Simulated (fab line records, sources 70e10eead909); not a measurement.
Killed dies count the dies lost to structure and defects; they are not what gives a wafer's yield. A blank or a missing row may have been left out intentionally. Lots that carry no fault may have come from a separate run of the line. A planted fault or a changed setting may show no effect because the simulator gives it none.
A single fault, viewed from 3 desks :: flow nandHarc :: only its own numbers are on each desk; what lay behind them is given at the end

TOOL OWNER'S DESK, harEtch-02
The tool's own readings at NHARC_A_CHANNEL_HOLE_D2_ETCH_26 (etches the open film in C4F8/O2/Ar, time 224.1 s, target depth 300 nm): means of the sampled wafers that have a number, for each lot that ran on this tool. Marked OUT: a lot whose mean sits more than 4 standard deviations from the usual mean, which makes it out of limits; the brackets give that distance.
Columns: A = drypumpMotorCurrentA at NHARC_A_CHANNEL_HOLE_D2_ETCH_26, usual 6.02 A; B = mfcArSccm at NHARC_A_CHANNEL_HOLE_D2_ETCH_26, usual 375.1 sccm; C = showerheadPlenumPTorr at NHARC_A_CHANNEL_HOLE_D2_ETCH_26, usual 3.72 Torr; D = tempC at NHARC_A_CHANNEL_HOLE_D2_ETCH_26, usual -19.99 C; E = throttleValvePct at NHARC_A_CHANNEL_HOLE_D2_ETCH_26, usual 24.583 %
lot: L363
first seen here: day 13 09:43
A: 6.13
B: 374.5
C: 3.78
D: -19.87
E: 24.589

lot: L371
first seen here: day 17 15:52
A: 6.13
B: 374.5
C: 3.75
D: -20.04
E: 24.593

lot: L373
first seen here: day 18 08:08
A: 6.12
B: 375.6
C: 3.75
D: -19.99
E: 24.590

lot: L375
first seen here: day 19 08:30
A: 6.19
B: 375.1
C: 3.74
D: -19.98
E: 24.591

lot: L383
first seen here: day 22 13:08
A: 6.13
B: 374.8
C: 3.71
D: -19.85
E: 24.583

lot: L384
first seen here: day 23 04:25
A: 6.13
B: 374.7
C: 3.71
D: -19.96
E: 24.588
This desk's finding: nothing out of limits on any of the 6 lots.

THE METROLOGY DESK
What the gauges read, lot by lot, whatever tool the lot ran on: means of the sampled wafers that have a number. Marked OUT: a lot whose mean sits more than 4 standard deviations from the usual mean, which makes it out of limits; the brackets give that distance.
Columns: A = cdNm at NHARC_A_CHANNEL_HOLE_D2_CD_MEAS_31, usual 90.4 nm
lot: L363
first seen here: day 13 11:24
A: 90.5

lot: L364
first seen here: day 14 16:03
A: 89.0

lot: L366
first seen here: day 15 00:32
A: 91.3

lot: L369
first seen here: day 16 06:41
A: 90.6

lot: L371
first seen here: day 17 17:35
A: 91.3

lot: L373
first seen here: day 18 09:50
A: 89.9

lot: L375
first seen here: day 19 10:12
A: 89.9

lot: L376
first seen here: day 19 18:13
A: 90.1

lot: L383
first seen here: day 22 14:52
A: 89.2

lot: L385
first seen here: day 23 01:29
A: 91.7

lot: L384
first seen here: day 23 06:05
A: 90.8
This desk's finding: nothing out of limits on any of the 11 lots.

THE DEFECT DESK
Inspection counts along the route, by lot: the mean over sampled wafers that carry a number. Marked OUT: a lot whose mean sits more than 4 standard deviations from the usual mean, which makes it out of limits; the brackets give that distance.
Columns: A = rawDefectCount at NHARC_A_CHANNEL_HOLE_D2_INSPECT_40, usual 280
lot: L363
first seen here: day 13 11:35
A: 295

lot: L364
first seen here: day 14 16:14
A: 327

lot: L366
first seen here: day 15 00:44
A: 386

lot: L369
first seen here: day 16 06:52
A: 233

lot: L371
first seen here: day 17 17:46
A: 319

lot: L373
first seen here: day 18 10:02
A: 525

lot: L375
first seen here: day 19 10:23
A: 611 (+4.9) OUT

lot: L376
first seen here: day 19 18:24
A: 357

lot: L383
first seen here: day 22 15:02
A: 191

lot: L385
first seen here: day 23 01:40
A: 332

lot: L384
first seen here: day 23 06:16
A: 245
This desk's verdict: out of limits on L375, starting with L375 at day 19 10:23 (rawDefectCount at NHARC_A_CHANNEL_HOLE_D2_INSPECT_40). L363, L364, L366, L369, L371, L373, L376, L383, L385, L384 stayed within limits.

PUT TOGETHER
The defect desk could have raised an alarm at day 19 10:23, on L375.
Nothing out of limits was seen by the tool owner's desk.
From the metrology desk's view, nothing was out of limits.
The tool owner's desk has L375 on record, within its limits.
The metrology desk holds a record of L375, inside its limits.
All the named lots went through NHARC_A_CHANNEL_HOLE_D2_ETCH_26 on harEtch-02.

WHAT THE SIMULATOR PUT IN
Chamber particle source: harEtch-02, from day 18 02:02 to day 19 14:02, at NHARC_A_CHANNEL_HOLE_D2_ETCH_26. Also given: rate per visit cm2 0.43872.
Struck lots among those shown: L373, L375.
Hours from the fault's start to each desk's first reading out of limits: the defect desk, 32.
